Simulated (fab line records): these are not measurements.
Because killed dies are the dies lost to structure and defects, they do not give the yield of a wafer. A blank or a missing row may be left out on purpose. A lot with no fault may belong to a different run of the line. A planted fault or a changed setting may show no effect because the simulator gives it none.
Chamber matching    flow nand_harc    pecvd-03 running NHARC_P_M2_PRE_CLEAN_32: 3 sister chambers
The step time 12 s. 6 wafers are shown with their chamber, then 11 later ones without.

## WAFERS WITH THEIR CHAMBER
wafer   chamber  heater_power_w (W)  heater_power_outer_w (W)
L082.4  0        527                 317
L083.3  0        570                 359
L086.1  2        605                 307
L086.2  1        561                 339
L086.5  2        608                 306
L087.1  1        671                 423

## WAFERS WHOSE CHAMBER IS MISSING
wafer   heater_power_w (W)  heater_power_outer_w (W)
L087.5  635                 333
L087.6  645                 412
L089.2  671                 371
L089.4  592                 389
L089.6  574                 350
L091.1  614                 375
L091.2  567                 364
L091.3  600                 307
L097.2  530                 326
L097.5  491                 289
L097.6  703                 401

## WHICH CHAMBER EACH WENT THROUGH
wafer   from the rows above           in truth
L087.5  can't be placed: 2 or 1 or 0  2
L087.6  can't be placed: 1 or 0 or 2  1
L089.2  can't be placed: 1 or 2 or 0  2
L089.4  can't be placed: 1 or 0 or 2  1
L089.6  can't be placed: 0 or 1 or 2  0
L091.1  can't be placed: 1 or 0 or 2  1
L091.2  can't be placed: 0 or 1 or 2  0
L091.3  can't be placed: 2 or 0 or 1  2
L097.2  can't be placed: 0 or 2 or 1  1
L097.5  can't be placed: 0 or 2 or 1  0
L097.6  can't be placed: 1 or 2 or 0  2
Correctly placed: 0 of 11. Can't be placed from these rows: 11 (the true chamber is among the candidates in 11). Wrongly placed: 0.
How it was worked out, from the rows above alone: a wafer's distance from a chamber is the root of the sum, over the readings, of the square of ((its reading less the chamber's mean) divided by the reading's scatter). If the next closest chamber is less than 2 further off than the closest, the wafer can't be placed; otherwise it belongs to the closest. For every chamber, the mean is computed from those of its wafers that are shown. The scatter: take each reading less its chamber's mean, square it, sum over the shown wafers, divide by the number of wafers less the number of chambers, and take the root.
